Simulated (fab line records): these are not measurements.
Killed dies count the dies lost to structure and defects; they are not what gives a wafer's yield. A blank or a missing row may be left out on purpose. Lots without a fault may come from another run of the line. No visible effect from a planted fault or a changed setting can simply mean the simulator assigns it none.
fab line records | flow n5-finfet | part 1 of 2: steps 1 to 18 of 27
[record] lots = 5 | wafers = 15 | last-day = 18
route steps=1938 shown BEOL_M0_CUTY@702 BEOL_M0@715
lots that met no fault: from a run of the same line without faults
start-h: start of the lot's first displayed wafer, in hours after the record's first day | wait-h: time in hours since the lot's previous step | " unchanged from the row above | L1.1+2: a single row standing in for several wafers | - no value, or no start was given | * or withheld: withheld | < > ~ a bound
route shown NAME@n: a module of which the file shows steps, and the number in the route of the first | usual: average and standard deviation across the fault-free wafers | same: alike in all rows | chamber/n: place in a boat | sites: each site's reading | _std_site: the values' standard deviation | _edge_site: inner sites' mean taken away from outer sites' mean | radius-mm: for every site, how far away it sits from the centre of the wafer | mask NAME#n: copy n | behind: the most recent tool/chamber to have shaped the wafer | hold: reason for holding the lot/hours on hold/outcome of the hold | device: transistor that didn't switch, given as n, p or np | end of line: the route-end tests of the same wafers | a step with no rows: only its recipe | killed: dies lost to structure and defects at the first sort, not the wafer's yield | map: a wafer's dies, x killed, . not, _ none there
set.NAME: the setting the step ran with; set.NAME@STEP: the setting that earlier step ran with | model.NAME: the simulator's own value behind a step, which no gauge read
certain route steps with their lots: each step a table, each wafer a row
services: the hour from which a tool's chamber was out of use, counted from the record's first day as start-h (under 0 if before that day), plus the number of hours and why
[[steps]]
[step N5_BEOL_M0_CUTY_COAT_51]
[recipe] resist = CAR-ArF-block | spin-rpm = 1500 | resist-thk-nm = 150
[usual] spin-speed-rpm = 1500.0/0.91
lot.wafer | tool           | chamber | start-h | wait-h | spin-speed-rpm
L076.1    | litho-track-03 | 0       | -       | -      | 1500.8
L076.5    | "              | 0       | "       | "      | 1500.8
L076.6    | "              | 0       | "       | "      | 1500.6
L081.1    | litho-track-04 | 0       | -       | -      | 1500.9
L081.4    | "              | 0       | "       | "      | 1501.5
L081.6    | "              | 0       | "       | "      | 1501.5
L091.3    | litho-track-01 | 0       | -       | -      | 1500.9
L091.5    | "              | 0       | "       | "      | 1500.1
L091.6    | "              | 0       | "       | "      | 1501.8
L096.1    | litho-track-04 | 0       | -       | -      | 1499.0
L096.2    | "              | 0       | "       | "      | 1500.4
L096.3    | "              | 0       | "       | "      | 1500.4
L097.1    | litho-track-01 | 0       | -       | -      | 1499.8
L097.3    | "              | 0       | "       | "      | 1500.3
L097.6    | "              | 0       | "       | "      | 1500.9
[step N5_BEOL_M0_CUTY_EBR_52]
[recipe] solvent = PGMEA | ebr-width-mm = 1.5
lot.wafer  | tool           | chamber | start-h | wait-h
L076.1+5+6 | litho-track-03 | 0       | -       | -
L081.1+4+6 | litho-track-04 | 0       | -       | -
L091.3+5+6 | litho-track-01 | 0       | -       | -
L096.1+2+3 | litho-track-04 | 0       | -       | -
L097.1+3+6 | litho-track-01 | 0       | -       | -
[step N5_BEOL_M0_CUTY_SOFTBAKE_53]
[recipe] temp-c = 110 | time-s = 60 | resist = CAR-ArF-block
lot.wafer  | tool           | chamber | start-h | wait-h
L076.1+5+6 | litho-track-03 | 0       | -       | -
L081.1+4+6 | litho-track-04 | 0       | -       | -
L091.3+5+6 | litho-track-01 | 0       | -       | -
L096.1+2+3 | litho-track-04 | 0       | -       | -
L097.1+3+6 | litho-track-01 | 0       | -       | -
[step N5_BEOL_M0_CUTY_EXPOSE_54]
[recipe] mask-id = M0_ABLK | na = 1.35 | source-shape = conventional | sigma-outer = 0.8 | polarization = unpolarized | dose-mj = 36
lot.wafer  | tool            | chamber | start-h | wait-h | mask
L076.1+5+6 | arfi-scanner-01 | 0       | 128.12  | -      | M0_ABLK#0
L081.1+4+6 | arfi-scanner-03 | 0       | 154.88  | -      | M0_ABLK#0
L091.3+5+6 | arfi-scanner-03 | 0       | 220.83  | -      | M0_ABLK#0
L096.1+2+3 | arfi-scanner-02 | 0       | 254.37  | -      | M0_ABLK#0
L097.1+3+6 | arfi-scanner-02 | 0       | 254.41  | -      | M0_ABLK#0
[step N5_BEOL_M0_CUTY_PEB_55]
[recipe] peb-temp-c = 110 | peb-time-s = 60 | resist = CAR-ArF-block
lot.wafer  | tool           | chamber | start-h | wait-h
L076.1+5+6 | litho-track-04 | 0       | 128.18  | 0.1
L081.1+4+6 | litho-track-01 | 0       | 154.94  | 0.1
L091.3+5+6 | litho-track-01 | 0       | 220.88  | 0.0
L096.1+2+3 | litho-track-04 | 0       | 254.43  | 0.1
L097.1+3+6 | litho-track-01 | 0       | 254.46  | 0.1
[step N5_BEOL_M0_CUTY_DEVELOP_56]
[recipe] develop-time-s = 30 | developer = TMAH | resist = CAR-ArF-block | rinse-liquid = diw | dry = air-spin | dev-temp-c = 23
lot.wafer  | tool           | chamber | start-h | wait-h
L076.1+5+6 | litho-track-04 | 0       | -       | -
L081.1+4+6 | litho-track-01 | 0       | -       | -
L091.3+5+6 | litho-track-01 | 0       | -       | -
L096.1+2+3 | litho-track-04 | 0       | -       | -
L097.1+3+6 | litho-track-01 | 0       | -       | -
[step N5_BEOL_M0_CUTY_CD_MEAS_57]
[recipe] target-cd-nm = 200 | landing-energy-ev = 500 | detector = se-inlens | polarity = line
[usual] cd-nm = 200.2/1.3
lot.wafer | tool      | chamber | start-h | wait-h | cd-nm
L076.1    | cd-sem-01 | 0       | 128.25  | -      | 198.9
L076.5    | "         | 0       | "       | "      | 198.8
L076.6    | "         | 0       | "       | "      | 199.8
L081.1    | cd-sem-01 | 0       | 155.00  | -      | 201.6
L081.4    | "         | 0       | "       | "      | 200.7
L081.6    | "         | 0       | "       | "      | 202.6
L091.3    | cd-sem-01 | 0       | 220.94  | -      | 199.4
L091.5    | "         | 0       | "       | "      | 201.6
L091.6    | "         | 0       | "       | "      | 200.8
L096.1    | cd-sem-03 | 0       | 254.50  | -      | 198.3
L096.2    | "         | 0       | "       | "      | 198.8
L096.3    | "         | 0       | "       | "      | 199.4
L097.1    | cd-sem-01 | 0       | 254.53  | -      | 202.0
L097.3    | "         | 0       | "       | "      | 202.4
L097.6    | "         | 0       | "       | "      | 201.7
[step N5_BEOL_M0_CUTY_OVL_MEAS_58]
[recipe] points-per-wafer = 44
[usual] M0_ABLK_OVL = 0.4/0.54
lot.wafer | tool       | chamber | start-h | wait-h | M0_ABLK_OVL[nm]
L076.1    | overlay-02 | 0       | 128.28  | 0.0    | 1.2
L076.5    | "          | 0       | "       | "      | 0.6
L076.6    | "          | 0       | "       | "      | 0.7
L081.1    | overlay-01 | 0       | 155.03  | 0.0    | 1.2
L081.4    | "          | 0       | "       | "      | 0.6
L081.6    | "          | 0       | "       | "      | 1.0
L091.3    | overlay-02 | 0       | 220.97  | 0.0    | -0.4
L091.5    | "          | 0       | "       | "      | 0.4
L091.6    | "          | 0       | "       | "      | -0.4
L096.1    | overlay-02 | 0       | 254.53  | 0.0    | -0.2
L096.2    | "          | 0       | "       | "      | 0.2
L096.3    | "          | 0       | "       | "      | 0.4
L097.1    | overlay-01 | 0       | 254.56  | 0.0    | -0.1
L097.3    | "          | 0       | "       | "      | -0.3
L097.6    | "          | 0       | "       | "      | 0.6
[step N5_BEOL_M0_CUTY_INSPECT_59]
[recipe] mode = adi | inspect-instrument = macro
[usual] raw-defect-count = 2.1/1.4
lot.wafer | tool              | chamber | start-h | wait-h | raw-defect-count
L076.1    | defect-inspect-02 | -       | 128.31  | 0.0    | 4
L076.5    | "                 | -       | "       | "      | 1
L076.6    | "                 | -       | "       | "      | 4
L081.1    | defect-inspect-02 | -       | 155.06  | 0.0    | 1
L081.4    | "                 | -       | "       | "      | 3
L081.6    | "                 | -       | "       | "      | 4
L091.3    | defect-inspect-02 | -       | 221.00  | 0.0    | 0
L091.5    | "                 | -       | "       | "      | 1
L091.6    | "                 | -       | "       | "      | 3
L096.1    | defect-inspect-01 | -       | 254.55  | 0.0    | 2
L096.2    | "                 | -       | "       | "      | 6
L096.3    | "                 | -       | "       | "      | 4
L097.1    | defect-inspect-02 | -       | 254.59  | 0.0    | 1
L097.3    | "                 | -       | "       | "      | 2
L097.6    | "                 | -       | "       | "      | 2
[step N5_BEOL_M0_CUTY_DESCUM_61]
[recipe] chemistry = O2 | time-s = 7.9 | source-power-w = 50 | bias-power-w = 20 | pressure-mtorr = 20 | rf-frequency-hz = 2.712e+07 | temp-c = 40 | resist = CAR-ArF-block | o2-flow-sccm = 225
[usual] drypump-motor-current-A = 5.8/0.43 | oes-product-au = 0.79/0.1 | rf-vpp-V = 243.5/1.4 | showerhead-plenum-p-Torr = 2.11/0.068 | throttle-valve-pct = 20.41/0.21
lot.wafer | tool        | chamber | start-h | wait-h | drypump-motor-current-A | oes-product-au | rf-hours-counter-h | rf-vpp-V | showerhead-plenum-p-Torr | throttle-valve-pct
L076.1    | rie-diel-06 | 0       | 128.50  | 0.2    | 5.3                     | 0.70           | 189                | 241.8    | 1.99                     | 20.45
L076.5    | "           | 3       | "       | "      | 5.7                     | 0.98           | -                  | 242.5    | 2.13                     | 19.98
L076.6    | "           | 1       | "       | "      | 6.5                     | 0.71           | -                  | 243.3    | 2.15                     | 20.36
L081.1    | rie-diel-06 | 3       | 155.09  | 0.0    | 5.7                     | 0.92           | 13                 | 243.2    | 2.12                     | 20.00
L081.4    | "           | 2       | "       | "      | 6.4                     | 0.96           | 4                  | 243.9    | 2.16                     | 20.33
L081.6    | "           | 0       | "       | "      | 5.3                     | 0.69           | -                  | 241.1    | 1.99                     | 20.47
L091.3    | rie-diel-05 | 1       | 221.03  | 0.0    | 6.2                     | 0.87           | 48                 | 243.2    | 2.14                     | 20.20
L091.5    | "           | 1       | "       | "      | 6.1                     | 0.87           | -                  | 242.9    | 2.14                     | 20.19
L091.6    | "           | 2       | "       | "      | 5.7                     | 0.76           | -                  | 246.0    | 2.19                     | 20.42
L096.1    | rie-diel-05 | 1       | 254.69  | 0.1    | 6.1                     | 0.86           | 58                 | 243.9    | 2.14                     | 20.20
L096.2    | "           | 2       | "       | "      | 5.7                     | 0.74           | 148                | 245.1    | 2.18                     | 20.43
L096.3    | "           | 0       | "       | "      | 5.4                     | 0.87           | 36                 | 240.6    | 2.05                     | 20.44
L097.1    | rie-diel-04 | 0       | 254.77  | 0.2    | 5.3                     | 0.89           | 18                 | 244.8    | 2.15                     | 20.38
L097.3    | "           | 2       | "       | "      | 5.8                     | 0.80           | -                  | 244.5    | 2.20                     | 20.59
L097.6    | "           | 2       | "       | "      | 5.8                     | 0.80           | -                  | 246.3    | 2.20                     | 20.59
[step N5_BEOL_M0_CUTY_ETCH_62]
[recipe] chemistry = CF4 | target = SiARC | mask-material = CAR-ArF-block | time-s = 58.5 | ion-energy-ev = 80 | pressure-mtorr = 40 | source-w = 545 | bias-w = 36 | Ar_flow_sccm = 100 | cf4-flow-sccm = 100 | ends = cleared
[usual] drypump-motor-current-A = 5.8/0.43 | etch-rf-on-time-s = 58.3/1.7 | oes-product-au = 0.67/0.089 | rf-vpp-V = 184.3/1.1 | showerhead-plenum-p-Torr = 2.17/0.06 | throttle-valve-pct = 15.64/0.25
lot.wafer | tool        | chamber | start-h | wait-h | drypump-motor-current-A | etch-rf-on-time-s | oes-product-au | rf-hours-counter-h | rf-vpp-V | showerhead-plenum-p-Torr | throttle-valve-pct
L076.1    | rie-diel-06 | 0       | 128.54  | 0.0    | 5.3                     | 60.7              | 0.59           | 189                | 183.5    | 2.07                     | 15.78
L076.5    | "           | 3       | "       | "      | 5.7                     | 57.8              | 0.83           | -                  | 183.6    | 2.19                     | 15.23
L076.6    | "           | 1       | "       | "      | 6.5                     | 57.1              | 0.61           | -                  | 185.5    | 2.22                     | 15.73
L081.1    | rie-diel-06 | 3       | 155.13  | 0.0    | 5.7                     | 58.0              | 0.77           | 13                 | 185.7    | 2.19                     | 15.25
L081.4    | "           | 2       | "       | "      | 6.4                     | 58.3              | 0.85           | 4                  | 185.0    | 2.18                     | 15.24
L081.6    | "           | 0       | "       | "      | 5.3                     | 61.5              | 0.58           | -                  | 182.5    | 2.06                     | 15.82
L091.3    | rie-diel-05 | 1       | 221.06  | 0.0    | 6.1                     | 57.3              | 0.73           | 48                 | 183.5    | 2.18                     | 15.29
L091.5    | "           | 1       | "       | "      | 6.1                     | 57.3              | 0.74           | -                  | 184.1    | 2.18                     | 15.28
L091.6    | "           | 2       | "       | "      | 5.7                     | 58.0              | 0.65           | -                  | 184.9    | 2.24                     | 15.67
L096.1    | rie-diel-05 | 1       | 254.73  | 0.0    | 6.1                     | 57.2              | 0.72           | 58                 | 183.5    | 2.18                     | 15.30
L096.2    | "           | 2       | "       | "      | 5.7                     | 58.7              | 0.63           | 148                | 185.6    | 2.23                     | 15.69
L096.3    | "           | 0       | "       | "      | 5.3                     | 62.0              | 0.72           | 36                 | 183.2    | 2.09                     | 15.45
L097.1    | rie-diel-04 | 0       | 254.82  | 0.0    | 5.3                     | 56.7              | 0.80           | 18                 | 183.8    | 2.19                     | 15.50
L097.3    | "           | 2       | "       | "      | 5.8                     | 58.3              | 0.67           | -                  | 187.3    | 2.24                     | 15.77
L097.6    | "           | 2       | "       | "      | 5.8                     | 58.7              | 0.67           | -                  | 184.5    | 2.24                     | 15.77
[step N5_BEOL_M0_CUTY_ETCH_63]
[recipe] chemistry = N2/H2 | target = SOC | target-depth-a = 827 | overetch-a = 165 | mask-material = SiARC | temp-c = 40 | ion-energy-ev = 200 | time-s = 124 | pressure-mtorr = 30 | source-w = 840 | bias-w = 150 | n2-flow-sccm = 200 | h2-flow-sccm = 200
[usual] drypump-motor-current-A = 5.8/0.43 | oes-product-au = 0.64/0.082 | rf-vpp-V = 524.6/2.3 | showerhead-plenum-p-Torr = 2.56/0.083 | throttle-valve-pct = 17.78/0.26
lot.wafer | tool        | chamber | start-h | wait-h | drypump-motor-current-A | oes-product-au | rf-hours-counter-h | rf-vpp-V | showerhead-plenum-p-Torr | throttle-valve-pct
L076.1    | rie-diel-06 | 0       | 128.58  | 0.0    | 5.4                     | 0.57           | 189                | 521.7    | 2.41                     | 17.74
L076.5    | "           | 3       | "       | "      | 5.7                     | 0.79           | -                  | 524.1    | 2.61                     | 17.45
L076.6    | "           | 1       | "       | "      | 6.5                     | 0.58           | -                  | 525.7    | 2.60                     | 17.71
L081.1    | rie-diel-06 | 3       | 155.17  | 0.0    | 5.7                     | 0.73           | 13                 | 524.4    | 2.61                     | 17.47
L081.4    | "           | 2       | "       | "      | 6.4                     | 0.81           | 4                  | 524.7    | 2.59                     | 17.39
L081.6    | "           | 0       | "       | "      | 5.3                     | 0.57           | -                  | 520.5    | 2.40                     | 17.76
L091.3    | rie-diel-05 | 1       | 221.11  | 0.0    | 6.1                     | 0.69           | 48                 | 525.1    | 2.58                     | 17.45
L091.5    | "           | 1       | "       | "      | 6.1                     | 0.70           | -                  | 525.3    | 2.58                     | 17.42
L091.6    | "           | 2       | "       | "      | 5.7                     | 0.61           | -                  | 528.0    | 2.68                     | 18.01
L096.1    | rie-diel-05 | 1       | 254.77  | 0.0    | 6.2                     | 0.70           | 58                 | 526.0    | 2.58                     | 17.45
L096.2    | "           | 2       | "       | "      | 5.7                     | 0.62           | 148                | 526.9    | 2.67                     | 18.04
L096.3    | "           | 0       | "       | "      | 5.4                     | 0.71           | 36                 | 521.2    | 2.51                     | 17.89
L097.1    | rie-diel-04 | 0       | 254.89  | 0.0    | 5.3                     | 0.75           | 18                 | 524.8    | 2.58                     | 17.59
L097.3    | "           | 2       | "       | "      | 5.8                     | 0.65           | -                  | 525.9    | 2.64                     | 17.80
L097.6    | "           | 2       | "       | "      | 5.8                     | 0.64           | -                  | 526.8    | 2.64                     | 17.79
[step N5_BEOL_M0_CUTY_STRIP_64]
[recipe] chemistry = N2/H2 | temp-c = 40 | n2-flow-sccm = 200 | h2-flow-sccm = 200 | rf-frequency-hz = 6e+07
lot.wafer  | tool        | chamber | start-h | wait-h
L076.1+5+6 | rie-diel-06 | 0,3,1   | 128.70  | 0.1
L081.1+4+6 | rie-diel-06 | 3,2,0   | 155.29  | 0.1
L091.3+5+6 | rie-diel-05 | 1,1,2   | 221.22  | 0.1
L096.1+2+3 | rie-diel-05 | 1,2,0   | 254.89  | 0.1
L097.1+3+6 | rie-diel-04 | 0,2,2   | 255.06  | 0.1
[step N5_BEOL_M0_ETCH_138]
[recipe] chemistry = CH3F/O2 | target-depth-a = 120 | target = SiCN | time-s = 31.6 | ion-energy-ev = 120 | pressure-mtorr = 30 | source-w = 395 | bias-w = 75 | Ar_flow_sccm = 150 | CH3F_flow_sccm = 30 | O2_flow_sccm = 20 | ends = cleared
[usual] drypump-motor-current-A = 5.7/0.43 | etch-rf-on-time-s = 29.0/1.1 | oes-product-au = 0.67/0.09 | rf-vpp-V = 297.7/1.5 | showerhead-plenum-p-Torr = 2.02/0.053 | throttle-valve-pct = 16.31/0.25
lot.wafer | tool        | chamber | start-h | wait-h | drypump-motor-current-A | etch-rf-on-time-s | oes-product-au | rf-hours-counter-h | rf-vpp-V | showerhead-plenum-p-Torr | throttle-valve-pct
L076.1    | rie-diel-06 | 0       | 128.71  | 0.0    | 5.3                     | 30.2              | 0.59           | 189                | 296.7    | 1.93                     | 16.55
L076.5    | "           | 3       | "       | "      | 5.7                     | 29.0              | 0.82           | -                  | 298.5    | 2.04                     | 15.88
L076.6    | "           | 1       | "       | "      | 6.5                     | 29.4              | 0.61           | -                  | 296.9    | 2.06                     | 16.34
L081.1    | rie-diel-06 | 3       | 155.30  | 0.0    | 5.6                     | 28.8              | 0.77           | 13                 | 298.1    | 2.04                     | 15.90
L081.4    | "           | 2       | "       | "      | 6.4                     | 30.0              | 0.84           | 4                  | 298.2    | 2.03                     | 15.95
L081.6    | "           | 0       | "       | "      | 5.3                     | 29.3              | 0.58           | -                  | 296.0    | 1.93                     | 16.55
L091.3    | rie-diel-05 | 1       | 221.23  | 0.0    | 6.1                     | 29.4              | 0.74           | 48                 | 297.9    | 2.04                     | 15.98
L091.5    | "           | 1       | "       | "      | 6.1                     | 28.5              | 0.73           | -                  | 298.3    | 2.04                     | 15.98
L091.6    | "           | 2       | "       | "      | 5.7                     | 30.0              | 0.65           | -                  | 297.8    | 2.07                     | 16.25
L096.1    | rie-diel-05 | 1       | 254.90  | 0.0    | 6.1                     | 27.2              | 0.72           | 58                 | 297.2    | 2.03                     | 16.01
L096.2    | "           | 2       | "       | "      | 5.7                     | 28.4              | 0.64           | 149                | 298.3    | 2.07                     | 16.27
L096.3    | "           | 0       | "       | "      | 5.3                     | 29.4              | 0.73           | 36                 | 294.8    | 1.96                     | 16.19
L097.1    | rie-diel-04 | 0       | 255.08  | 0.0    | 5.3                     | 27.5              | 0.78           | 18                 | 297.4    | 2.06                     | 16.24
L097.3    | "           | 2       | "       | "      | 5.8                     | 28.2              | 0.67           | -                  | 298.3    | 2.09                     | 16.41
L097.6    | "           | 2       | "       | "      | 5.9                     | 29.0              | 0.68           | -                  | 300.4    | 2.09                     | 16.40
[step N5_BEOL_M0_HM_OPEN_105]
[recipe] chemistry = Cl2/BCl3 | target-depth-a = 120 | target = TiN | ion-energy-ev = 150 | pressure-mtorr = 10 | icp-w = 1000 | bias-w = 126 | Cl2_flow_sccm = 53.25 | bcl3-flow-sccm = 21.75 | Ar_flow_sccm = 25
[usual] bcl3-flow-sccm = 21.76/0.065 | drypump-motor-current-A = 5.64/0.24 | oes-product-au = 0.83/0.13 | throttle-valve-pct = 22.29/0.18
lot.wafer | tool         | chamber | start-h | wait-h | bcl3-flow-sccm | drypump-motor-current-A | oes-product-au | rf-hours-counter-h | throttle-valve-pct
L076.1    | rie-metal-01 | 0       | 128.87  | 0.1    | 21.74          | 5.40                    | 0.90           | 9                  | 22.22
L076.5    | "            | 1       | "       | "      | 21.79          | 5.88                    | 1.03           | -                  | 22.54
L076.6    | "            | 0       | "       | "      | 21.72          | 5.39                    | 0.89           | -                  | 22.23
L081.1    | rie-metal-01 | 0       | 156.86  | 1.5    | 21.71          | 5.39                    | 0.89           | 11                 | 22.24
L081.4    | "            | 0       | "       | "      | 21.69          | 5.38                    | 0.89           | -                  | 22.22
L081.6    | "            | 1       | "       | "      | 21.79          | 5.87                    | 0.97           | -                  | 22.56
L091.3    | rie-metal-03 | 1       | 223.91  | 2.6    | 21.54          | 5.49                    | 0.73           | -                  | 22.11
L091.5    | "            | 1       | "       | "      | 21.70          | 5.52                    | 0.72           | -                  | 22.14
L091.6    | "            | 0       | "       | "      | 21.75          | 5.97                    | 0.61           | -                  | 22.43
L096.1    | rie-metal-01 | 1       | 255.11  | 0.2    | 21.80          | 5.85                    | 0.93           | 9                  | 22.54
L096.2    | "            | 0       | "       | "      | 21.69          | 5.38                    | 0.85           | 17                 | 22.26
L096.3    | "            | 0       | "       | "      | 21.80          | 5.39                    | 0.86           | -                  | 22.25
L097.1    | rie-metal-02 | 0       | 255.26  | 0.1    | 21.75          | 5.28                    | 0.91           | 2                  | 21.85
L097.3    | "            | 1       | "       | "      | 21.82          | 5.80                    | 0.89           | -                  | 22.08
L097.6    | "            | 1       | "       | "      | 21.79          | 5.84                    | 0.90           | -                  | 22.08
[step N5_BEOL_M0_STRIP_140]
[recipe] chemistry = CF4 | resist = SiARC | power-w = 300 | bias-power-w = 75 | pressure-mtorr = 50 | cf4-flow-sccm = 150 | rf-frequency-hz = 6e+07
[usual] drypump-motor-current-A = 5.7/0.41 | oes-product-au = 0.78/0.099 | power-w = 300.0/0.93 | rf-vpp-V = 271.5/1.6 | showerhead-plenum-p-Torr = 1.82/0.055 | throttle-valve-pct = 13.62/0.27
lot.wafer | tool        | chamber | start-h | wait-h | drypump-motor-current-A | oes-product-au | power-w | rf-hours-counter-h | rf-vpp-V | showerhead-plenum-p-Torr | throttle-valve-pct
L076.1    | rie-diel-04 | 0       | 129.23  | 0.3    | 5.3                     | 0.69           | 300.3   | 227                | 270.3    | 1.83                     | 13.90
L076.5    | "           | 2       | "       | "      | 5.9                     | 0.81           | 299.4   | -                  | 271.0    | 1.90                     | 13.66
L076.6    | "           | 3       | "       | "      | 5.3                     | 0.71           | 300.8   | -                  | 268.8    | 1.79                     | 13.90
L081.1    | rie-diel-04 | 2       | 157.43  | 0.5    | 5.8                     | 0.81           | 300.4   | 100                | 273.9    | 1.89                     | 13.69
L081.4    | "           | 3       | "       | "      | 5.3                     | 0.71           | 300.7   | 222                | 269.3    | 1.79                     | 13.98
L081.6    | "           | 2       | "       | "      | 5.8                     | 0.82           | 298.8   | -                  | 272.8    | 1.89                     | 13.68
L091.3    | rie-diel-04 | 0       | 224.07  | 0.1    | 5.3                     | 0.94           | 299.6   | 4                  | 274.4    | 1.82                     | 13.37
L091.5    | "           | 2       | "       | "      | 5.9                     | 0.79           | 301.7   | -                  | 273.5    | 1.89                     | 13.74
L091.6    | "           | 3       | "       | "      | 5.4                     | 0.69           | 300.4   | -                  | 270.1    | 1.78                     | 14.01
L096.1    | rie-diel-04 | 2       | 255.36  | 0.2    | 5.8                     | 0.78           | 299.5   | 136                | 272.1    | 1.88                     | 13.77
L096.2    | "           | 0       | "       | "      | 5.3                     | 0.88           | 298.9   | 18                 | 270.8    | 1.82                     | 13.37
L096.3    | "           | 1       | "       | "      | 5.4                     | 0.97           | 299.5   | 1                  | 271.2    | 1.85                     | 13.31
L097.1    | rie-diel-06 | 3       | 255.47  | 0.2    | 5.7                     | 0.83           | 298.5   | 47                 | 271.4    | 1.83                     | 13.32
L097.3    | "           | 0       | "       | "      | 5.4                     | 0.67           | 300.8   | 234                | 268.2    | 1.71                     | 13.82
L097.6    | "           | 1       | "       | "      | 6.5                     | 0.90           | 300.1   | -                  | 271.2    | 1.85                     | 13.29
[step N5_BEOL_M0_STRIP_104]
[recipe] chemistry = N2/H2 | power-w = 450 | temp-c = 40 | pressure-mtorr = 20 | rf-frequency-hz = 6e+07 | overash-fraction = 0.3 | bias-power-w = 7 | h2-frac = 0.5 | n2-flow-sccm = 200 | h2-flow-sccm = 200
[usual] drypump-motor-current-A = 5.7/0.42 | oes-product-au = 0.79/0.1 | power-w = 450.1/1.5 | rf-vpp-V = 59.3/1.8 | showerhead-plenum-p-Torr = 2.57/0.077 | throttle-valve-pct = 23.6/0.34
lot.wafer | tool        | chamber | start-h | wait-h | drypump-motor-current-A | oes-product-au | power-w | rf-hours-counter-h | rf-vpp-V | showerhead-plenum-p-Torr | throttle-valve-pct
L076.1    | rie-diel-04 | 0       | 129.25  | 0.0    | 5.3                     | 0.67           | 449.4   | 227                | 60.5     | 2.60                     | 23.8
L076.5    | "           | 2       | "       | "      | 5.9                     | 0.84           | 444.3   | -                  | 62.1     | 2.66                     | 23.4
L076.6    | "           | 3       | "       | "      | 5.3                     | 0.74           | 450.8   | -                  | 58.3     | 2.50                     | 23.6
L081.1    | rie-diel-04 | 2       | 157.45  | 0.0    | 5.9                     | 0.82           | 451.5   | 100                | 59.3     | 2.66                     | 23.4
L081.4    | "           | 3       | "       | "      | 5.4                     | 0.73           | 449.9   | 222                | 63.9     | 2.50                     | 23.6
L081.6    | "           | 2       | "       | "      | 5.9                     | 0.82           | 449.6   | -                  | 63.1     | 2.66                     | 23.4
L091.3    | rie-diel-04 | 0       | 224.09  | 0.0    | 5.3                     | 0.94           | 450.6   | 4                  | 62.7     | 2.58                     | 23.3
L091.5    | "           | 2       | "       | "      | 5.9                     | 0.80           | 450.6   | -                  | 60.2     | 2.65                     | 23.4
L091.6    | "           | 3       | "       | "      | 5.4                     | 0.71           | 449.4   | -                  | 60.3     | 2.49                     | 23.6
L096.1    | rie-diel-04 | 2       | 255.38  | 0.0    | 5.8                     | 0.79           | 448.2   | 136                | 59.4     | 2.64                     | 23.4
L096.2    | "           | 0       | "       | "      | 5.3                     | 0.87           | 450.5   | 18                 | 58.5     | 2.58                     | 23.3
L096.3    | "           | 1       | "       | "      | 5.4                     | 1.00           | 452.7   | 1                  | 57.7     | 2.62                     | 24.0
L097.1    | rie-diel-06 | 3       | 255.49  | 0.0    | 5.7                     | 0.86           | 452.7   | 47                 | 61.8     | 2.59                     | 23.3
L097.3    | "           | 0       | "       | "      | 5.3                     | 0.67           | 449.2   | 234                | 59.0     | 2.38                     | 23.5
L097.6    | "           | 1       | "       | "      | 6.5                     | 0.93           | 452.5   | -                  | 57.6     | 2.58                     | 23.1
[step N5_BEOL_M0_WET_ETCH_106]
[recipe] chemistry = DHF | dilution = 10:1 | temp-c = 25 | target = SiO2 | target-depth-a = 1300 | dry = ipa-marangoni | rinse-time-s = 30 | rinse-temp-c = 23
[usual] bath-heat-duty-pct = 6.4/0.71
lot.wafer | tool         | chamber | start-h | wait-h | bath-heat-duty-pct
L076.1    | wet-bench-05 | 2       | 129.31  | -      | 5.6
L076.5    | "            | 1       | "       | "      | 7.0
L076.6    | "            | 4       | "       | "      | 6.6
L081.1    | wet-bench-04 | 5       | 157.52  | -      | 7.5
L081.4    | "            | 2       | "       | "      | 6.8
L081.6    | "            | 4       | "       | "      | 6.1
L091.3    | wet-bench-04 | 1       | 224.15  | -      | 5.6
L091.5    | "            | 3       | "       | "      | 6.8
L091.6    | "            | 2       | "       | "      | 6.5
L096.1    | wet-bench-05 | 2       | 255.45  | -      | 5.1
L096.2    | "            | 6       | "       | "      | 6.8
L096.3    | "            | 0       | "       | "      | 6.0
L097.1    | wet-bench-05 | 1       | 255.56  | -      | 6.6
L097.3    | "            | 4       | "       | "      | 6.0
L097.6    | "            | 2       | "       | "      | 6.2
